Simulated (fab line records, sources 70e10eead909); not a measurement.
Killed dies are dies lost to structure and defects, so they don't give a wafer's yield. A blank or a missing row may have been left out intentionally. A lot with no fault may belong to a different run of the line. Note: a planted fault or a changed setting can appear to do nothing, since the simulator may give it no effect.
fab line records -- flow nandHarc -- part 2 of 2: steps 21 to 31 of 31
record lots=5, wafers=15, lastDay=32
route steps=1302 shown A_SLIT@932 A_SIN_REMOVE@947 A_WL_FILL@952
lots that met no fault: taken from a fault-free run of the same line
startH: hours from the record's first day to the start of the lot's first wafer shown -- waitH: time in hours since the lot's previous step -- " as in the row above -- L1.1+2: one row covering several wafers at once -- - no value, or no start was given -- * or withheld: withheld -- < > ~ a bound
route shown NAME@n: NAME is a module with steps in the file, n the number in the route of the first one -- usual: mean and standard deviation over wafers with no fault -- same: alike in all rows -- chamber/n: place in a boat -- sites: the reading at each site -- _std_site: their standard deviation -- _edge_site: inner sites' mean taken away from outer sites' mean -- radiusMm: how far each site lies from the wafer's centre -- mask NAME#n: copy n -- behind: the most recent tool/chamber to have shaped the wafer -- hold: what put the lot on hold/how long, in hours/how the hold closed -- device: the transistor (n, p or np) that didn't switch -- end of line: the same wafers' tests at the end of the route -- a step with no rows: only its recipe -- killed: dies that structure and defects cost at the first sort, which is not the same as the wafer's yield -- map: a wafer's dies, x killed, . not, _ none there
set.NAME: the run value of the setting; set.NAME@STEP: its run value at that earlier step -- model.NAME: the simulator's own value behind a step, which no gauge read
lots at selected steps of the route; one table per step, one row per wafer
services: when a tool's chamber went out of use (startH, in hours from the record's first day, below 0 if earlier), for how many hours, and the reason
## steps
# step NHARC_A_WL_FILL_RTA_01
# recipe tempC=1000, timeS=5
# usual lampPowerPct=28.7/2.6, wafer_temp_C_max=1004.4/1.3
lot.wafer,tool,chamber,startH,waitH,lampPowerPct,wafer_temp_C_max
L078.3,rtpAnneal-02,0,493.54,-,30.8,1003.9
L078.4,rtpAnneal-02,0,493.54,-,30.7,1003.8
L078.5,rtpAnneal-02,0,493.54,-,30.7,1002.7
L081.2,rtpAnneal-02,0,534.84,-,30.8,1003.7
L081.3,rtpAnneal-02,0,534.84,-,30.8,1003.8
L081.6,rtpAnneal-02,0,534.84,-,30.8,1003.7
L083.1,rtpAnneal-02,0,554.06,-,30.7,1003.1
L083.2,rtpAnneal-02,0,554.06,-,30.7,1004.2
L083.5,rtpAnneal-02,0,554.06,-,30.7,1003.1
L086.2,rtpAnneal-02,0,597.41,-,30.7,1003.1
L086.5,rtpAnneal-02,0,597.41,-,30.7,1003.5
L086.6,rtpAnneal-02,0,597.41,-,30.7,1003.0
L096.2,rtpAnneal-02,0,676.30,-,30.7,1003.2
L096.3,rtpAnneal-02,0,676.30,-,30.7,1003.4
L096.5,rtpAnneal-02,0,676.30,-,30.6,1004.6
# step NHARC_A_WL_FILL_ALD_02
# recipe targetThkA=20, pulseTimeS=3, aldCycles=100, tempC=450, material=TiN
# usual heaterPowerW=1073/100, precursorPulseHeightRel=0.999/0.021
lot.wafer,tool,chamber,startH,waitH,heaterPowerW,precursorPulseHeightRel
L078.3,aldMetal-03,3,493.75,0.2,963,1.039
L078.4,aldMetal-03,1,493.75,0.2,1038,0.980
L078.5,aldMetal-03,0,493.75,0.2,1133,1.025
L081.2,aldMetal-04,2,535.17,0.3,1117,1.010
L081.3,aldMetal-04,0,535.17,0.3,994,0.965
L081.6,aldMetal-04,2,535.17,0.3,1109,0.983
L083.1,aldMetal-03,2,554.28,0.2,1043,0.983
L083.2,aldMetal-03,3,554.28,0.2,950,0.983
L083.5,aldMetal-03,0,554.28,0.2,1091,0.986
L086.2,aldMetal-04,0,597.65,0.2,1030,1.005
L086.5,aldMetal-04,3,597.65,0.2,1092,0.979
L086.6,aldMetal-04,1,597.65,0.2,1044,1.012
L096.3,aldMetal-03,3,676.53,0.2,950,1.004
L096.2,aldMetal-03,1,676.53,0.2,1026,0.999
L096.5,aldMetal-03,2,676.53,0.2,1061,0.992
# step NHARC_A_WL_FILL_CVD_03
# recipe targetThkA=400, tempC=300, pressureTorr=40, wf6FlowSccm=40, h2FlowSccm=1600, arFlowSccm=1560, timeS=279, material=W
# usual heaterPowerW=464/92, throttleValvePct=8.0/0.31
lot.wafer,tool,chamber,startH,waitH,heaterPowerW,throttleValvePct
L078.4,cvdW-02,1,494.32,0.2,550,8.0
L078.3,cvdW-02,0,494.32,0.2,564,7.6
L078.5,cvdW-02,1,494.32,0.2,546,8.1
L081.2,cvdW-02,1,535.60,0.1,562,8.2
L081.3,cvdW-02,0,535.60,0.1,581,7.6
L081.6,cvdW-02,1,535.60,0.1,557,8.4
L083.2,cvdW-02,1,554.80,0.1,559,7.8
L083.1,cvdW-02,0,554.80,0.1,563,7.6
L083.5,cvdW-02,1,554.80,0.1,544,8.1
L086.2,cvdW-02,0,598.11,0.1,564,7.7
L086.5,cvdW-02,0,598.11,0.1,577,7.7
L086.6,cvdW-02,1,598.11,0.1,563,8.3
L096.2,cvdW-02,0,676.98,0.1,541,7.5
L096.3,cvdW-02,0,676.98,0.1,547,7.8
L096.5,cvdW-02,0,676.98,0.1,544,7.7
# step NHARC_A_WL_FILL_ETCHBACK_04
# recipe targetDepthA=600, timeS=120, chemistry=NF3
# usual drypumpMotorCurrentA=5.8/0.46, oesProductAu=0.995/0.013
lot.wafer,tool,chamber,startH,waitH,drypumpMotorCurrentA,oesProductAu,rfHoursCounterH
L078.3,rieMetal-01,0,494.66,0.2,5.6,1.006,-
L078.4,rieMetal-01,1,494.66,0.2,6.0,0.997,-
L078.5,rieMetal-01,0,494.66,0.2,5.6,1.008,-
L081.2,rieMetal-01,0,536.02,0.4,5.6,1.015,2.5
L081.3,rieMetal-01,1,536.02,0.4,6.0,0.997,-
L081.6,rieMetal-01,0,536.02,0.4,5.6,1.015,-
L083.1,rieMetal-02,0,555.17,0.3,6.0,0.992,1.8
L083.2,rieMetal-02,1,555.17,0.3,5.9,0.981,1.8
L083.5,rieMetal-02,0,555.17,0.3,6.0,0.995,-
L086.2,rieMetal-03,0,598.47,0.3,4.8,1.012,1.1
L086.5,rieMetal-03,0,598.47,0.3,4.8,1.019,-
L086.6,rieMetal-03,1,598.47,0.3,6.3,1.013,-
L096.2,rieMetal-01,0,677.37,0.3,5.6,0.989,-
L096.3,rieMetal-01,0,677.37,0.3,5.6,0.989,-
L096.5,rieMetal-01,0,677.37,0.3,5.6,0.993,-
# step NHARC_A_WL_FILL_ETCHBACK_05
# recipe targetDepthA=220, timeS=60, tempC=40, chemistry=Cl2/BCl3
# usual drypumpMotorCurrentA=5.8/0.46, oesProductAu=0.997/0.013
lot.wafer,tool,chamber,startH,waitH,drypumpMotorCurrentA,oesProductAu,rfHoursCounterH
L078.3,rieMetal-01,0,494.86,0.2,5.6,1.013,-
L078.4,rieMetal-01,1,494.86,0.2,6.0,1.001,-
L078.5,rieMetal-01,1,494.86,0.2,6.0,0.993,-
L081.2,rieMetal-01,1,536.24,0.2,6.0,1.009,2.6
L081.3,rieMetal-01,0,536.24,0.2,5.6,0.998,-
L081.6,rieMetal-01,0,536.24,0.2,5.6,1.016,-
L083.1,rieMetal-02,1,555.41,0.2,6.0,0.978,1.9
L083.2,rieMetal-02,0,555.41,0.2,6.0,1.015,1.9
L083.5,rieMetal-02,1,555.41,0.2,5.9,0.986,-
L086.2,rieMetal-03,1,598.71,0.2,6.3,1.011,1.2
L086.6,rieMetal-03,1,598.71,0.2,6.3,1.008,-
L086.5,rieMetal-03,0,598.71,0.2,4.8,1.022,-
L096.2,rieMetal-01,0,677.76,0.3,5.6,0.997,-
L096.3,rieMetal-01,0,677.76,0.3,5.6,0.991,-
L096.5,rieMetal-01,0,677.76,0.3,5.6,1.001,-
# step NHARC_A_WL_FILL_STRIP_27
# recipe powerW=1500, tempC=250, timeS=20, chemistry=N2/H2
# usual drypumpMotorCurrentA=5.16/0.26, heaterPowerW=350/38, rfReflPowerW=20/5.4
lot.wafer,tool,chamber,startH,waitH,drypumpMotorCurrentA,heaterPowerW,rfHoursCounterH,rfReflPowerW
L078.3,plasmaAsher-01,1,495.02,0.1,5.61,421,-,22
L078.4,plasmaAsher-01,0,495.02,0.1,5.06,322,-,12
L078.5,plasmaAsher-01,1,495.02,0.1,5.59,413,-,22
L081.2,plasmaAsher-02,1,536.36,0.1,4.89,348,22,26
L081.3,plasmaAsher-02,1,536.36,0.1,4.89,347,-,25
L081.6,plasmaAsher-02,0,536.36,0.1,5.20,314,-,18
L083.1,plasmaAsher-02,1,555.55,0.1,4.87,351,26,-
L083.2,plasmaAsher-02,0,555.55,0.1,5.19,318,26,-
L083.5,plasmaAsher-02,0,555.55,0.1,5.20,319,-,-
L086.2,plasmaAsher-02,1,598.85,0.1,4.84,352,35,26
L086.5,plasmaAsher-02,1,598.85,0.1,4.88,348,-,26
L086.6,plasmaAsher-02,0,598.85,0.1,5.21,316,-,17
L096.2,plasmaAsher-01,0,677.95,0.2,5.01,322,30,12
L096.3,plasmaAsher-01,0,677.95,0.2,5.00,321,-,12
L096.5,plasmaAsher-01,1,677.95,0.2,5.58,413,-,22
# step NHARC_A_WL_FILL_STRIP_28
# recipe timeS=1200, tempC=72.5, chemistry=postEtchResidueRemover
lot.wafer,tool,chamber,startH,waitH
L078.3+4+5,wetBench-09,"5,6,0",495.15,0.1
L081.6+3+2,wetBench-01,"0,1,3",536.55,0.1
L083.5+2+1,wetBench-09,"4,7,0",555.72,0.0
L086.5+6+2,wetBench-01,"6,0,2",599.03,0.1
L096.2+3+5,wetBench-09,"3,4,5",678.12,0.2
# step NHARC_A_WL_FILL_PRECLEAN_06
# recipe timeS=300, chemistry=DIW
lot.wafer,tool,chamber,startH,waitH
L078.3+4+5,wetBench-09,"5,6,0",-,-
L081.6+3+2,wetBench-01,"0,1,3",-,-
L083.5+2+1,wetBench-09,"4,7,0",-,-
L086.5+6+2,wetBench-01,"6,0,2",-,-
L096.2+3+5,wetBench-09,"3,4,5",-,-
# step NHARC_A_WL_FILL_SRD_07
lot.wafer,tool,chamber,startH,waitH
L078.3+4+5,wetBench-09,"5,6,0",-,-
L081.6+3+2,wetBench-01,"0,1,3",-,-
L083.5+2+1,wetBench-09,"4,7,0",-,-
L086.5+6+2,wetBench-01,"6,0,2",-,-
L096.2+3+5,wetBench-09,"3,4,5",-,-
# step NHARC_A_WL_FILL_ANNEAL_08
# recipe tempC=450, timeS=1800
lot.wafer,tool,chamber,startH,waitH
L078.3+4+5,furnace-03,0,498.94,-
L081.2+3+6,furnace-02,0,540.95,-
L083.1+2+5,furnace-02,0,559.44,-
L086.2+5+6,furnace-06,0,604.21,-
L096.2+3+5,furnace-03,0,682.22,-
# step NHARC_A_WL_FILL_ALD_10
# recipe targetThkA=500, pulseTimeS=10, aldCycles=500, tempC=300, material=SiO2
# usual heaterPowerW=494/37, precursorPulseHeightRel=1.001/0.019
lot.wafer,tool,chamber,startH,waitH,heaterPowerW,precursorPulseHeightRel
L078.4,aldHk-04,3,500.43,0.1,479,1.044
L078.3,aldHk-04,1,501.46,1.1,414,1.005
L078.5,aldHk-04,3,502.50,2.1,471,1.019
L081.3,aldHk-04,3,542.45,0.1,464,0.957
L081.2,aldHk-04,0,542.45,0.1,466,0.991
L081.6,aldHk-04,3,544.52,2.1,468,1.001
L083.2,aldHk-04,2,560.94,0.1,488,0.999
L083.1,aldHk-04,0,561.97,1.1,490,0.997
L083.5,aldHk-04,2,563.01,2.1,487,0.989
L086.2,aldHk-01,0,607.26,1.6,469,1.020
L086.5,aldHk-01,1,607.26,1.6,490,1.008
L086.6,aldHk-01,2,607.26,1.6,528,1.024
L096.2,aldHk-04,1,684.75,1.1,413,0.985
L096.3,aldHk-04,2,684.75,1.1,458,1.005
L096.5,aldHk-04,3,684.75,1.1,460,1.001
## services
tool,chamber,startH,hours,kind
wetBench-05,-,460.61,4.1,repair
aldHk-01,-,475.46,10.0,pm
plasmaAsher-02,-,479.96,2.6,repair
aldMetal-03,2,486.42,19.9,repair
wetBench-01,-,493.17,1.0,repair
aldMetal-03,2,506.36,24.1,repair
rieDiel-13,-,519.00,9.0,pm
aldMetal-03,1,521.10,54.2,repair
wetBench-09,-,528.80,8.0,pm
rieDiel-13,0,532.90,18.1,repair
rieDiel-01,-,557.82,9.0,pm
rieMetal-01,-,575.00,9.0,pm
rieDiel-01,2,578.21,2.9,repair
rieDiel-01,3,579.11,49.0,repair
wetBench-04,-,579.20,8.0,pm
rieMetal-01,1,600.90,152.8,repair
aldHk-01,-,610.02,1.2,repair
aldHk-04,-,611.54,10.0,pm
wetBench-05,-,612.80,8.0,pm
rieMetal-01,0,625.12,21.3,repair
wetBench-01,-,629.60,8.0,pm
rieDiel-13,-,629.98,0.6,repair
cvdW-02,-,631.00,13.0,pm
rieMetal-01,0,680.19,3.8,repair
